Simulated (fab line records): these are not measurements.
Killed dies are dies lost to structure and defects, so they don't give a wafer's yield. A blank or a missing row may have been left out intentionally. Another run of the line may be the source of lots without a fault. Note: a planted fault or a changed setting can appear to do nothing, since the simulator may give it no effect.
Chamber matching | flow nand-harc | 4 sister chambers for NHARC_A_CHANNEL_FILL_D2_ETCHBACK_19 on rie-si-03
The step etches the open film in HBr/Cl2, target depth 5 nm, time 1.7 s. 4 wafers are shown with their chamber, then 7 later ones without.

## EACH WAFER AND ITS CHAMBER
wafer  | chamber | throttle-valve-pct (%)
L083.2 | 1       | 26.404
L087.6 | 0       | 26.408
L088.1 | 2       | 26.391
L088.2 | 3       | 26.393

## WAFERS WITH NO CHAMBER GIVEN
wafer  | throttle-valve-pct (%)
L088.5 | 26.423
L094.1 | 26.405
L094.3 | 26.402
L094.4 | 26.405
L095.3 | 26.405
L095.5 | 26.398
L095.6 | 26.418

## EACH ONE'S CHAMBER
wafer  | from the rows above               | in truth
L088.5 | can't be placed: 0 or 1           | 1
L094.1 | can't be placed: 1 or 0 or 3 or 2 | 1
L094.3 | can't be placed: 1 or 0 or 3 or 2 | 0
L094.4 | can't be placed: 1 or 0 or 3 or 2 | 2
L095.3 | can't be placed: 1 or 0 or 3 or 2 | 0
L095.5 | can't be placed: 3 or 1 or 2 or 0 | 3
L095.6 | can't be placed: 0 or 1           | 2
Correct placement for 0 of the 7. From these rows, 7 cannot be placed; in 6 the true chamber is one of the candidates. Placed wrongly: 0.
How it was worked out, from the rows above alone: a wafer's distance from a chamber is the root of the sum, over the readings, of the square of ((its reading less the chamber's mean) divided by the reading's scatter). If the next closest chamber is less than 2 further off than the closest, the wafer can't be placed; otherwise it belongs to the closest. A chamber's mean is the mean of its shown wafers. The scatter (one wafer shown for each chamber): square how far every hidden wafer sits from the nearest shown wafer, average those squares and take the square root.
